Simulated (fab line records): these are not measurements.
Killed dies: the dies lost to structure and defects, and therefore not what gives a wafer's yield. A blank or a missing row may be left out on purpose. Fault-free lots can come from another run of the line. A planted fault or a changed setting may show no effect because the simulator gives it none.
Matching of chambers -- flow n5-finfet -- 4 sister chambers for N5_BEOL_M15_DESCUM_33 on rie-diel-02
The step chemistry O2, time 7.9 s. 8 wafers are shown with their chamber, then 8 later ones without.

== WAFERS WITH THEIR CHAMBER ==
wafer,chamber,showerhead-plenum-p-Torr (Torr),drypump-motor-current-A (A)
L074.4,0,2.15,6.2
L077.3,1,2.11,6.7
L080.3,1,2.11,6.7
L083.5,2,2.04,6.1
L088.2,2,2.04,6.1
L088.5,3,2.02,5.2
L088.6,0,2.15,6.2
L094.1,3,2.01,5.3

== WAFERS MISSING THEIR CHAMBER ==
wafer,showerhead-plenum-p-Torr (Torr),drypump-motor-current-A (A)
L094.2,2.04,6.1
L094.3,2.10,6.6
L094.4,2.10,6.6
L094.5,2.03,6.1
L094.6,2.01,5.2
L097.3,2.01,5.3
L097.5,2.01,5.2
L097.6,2.03,6.1

== WHICH CHAMBER EACH ONE RAN IN ==
wafer,from the rows above,in truth
L094.2,2,2
L094.3,1,1
L094.4,1,1
L094.5,2,2
L094.6,3,3
L097.3,3,3
L097.5,3,3
L097.6,2,2
Placed correctly: 8 of 8. Left unplaced by these rows: 0. Number placed wrongly: 0.
How it was worked out, from the rows above alone: a wafer's distance from a chamber is the root of the sum, over the readings, of the square of ((its reading less the chamber's mean) divided by the reading's scatter). If the next closest chamber is less than 2 further off than the closest, the wafer can't be placed; otherwise it belongs to the closest. For every chamber, the mean is computed from those of its wafers that are shown. The scatter: the root of (the sum of the squares of (reading less its chamber's mean) over the shown wafers, divided by (wafers less chambers)).
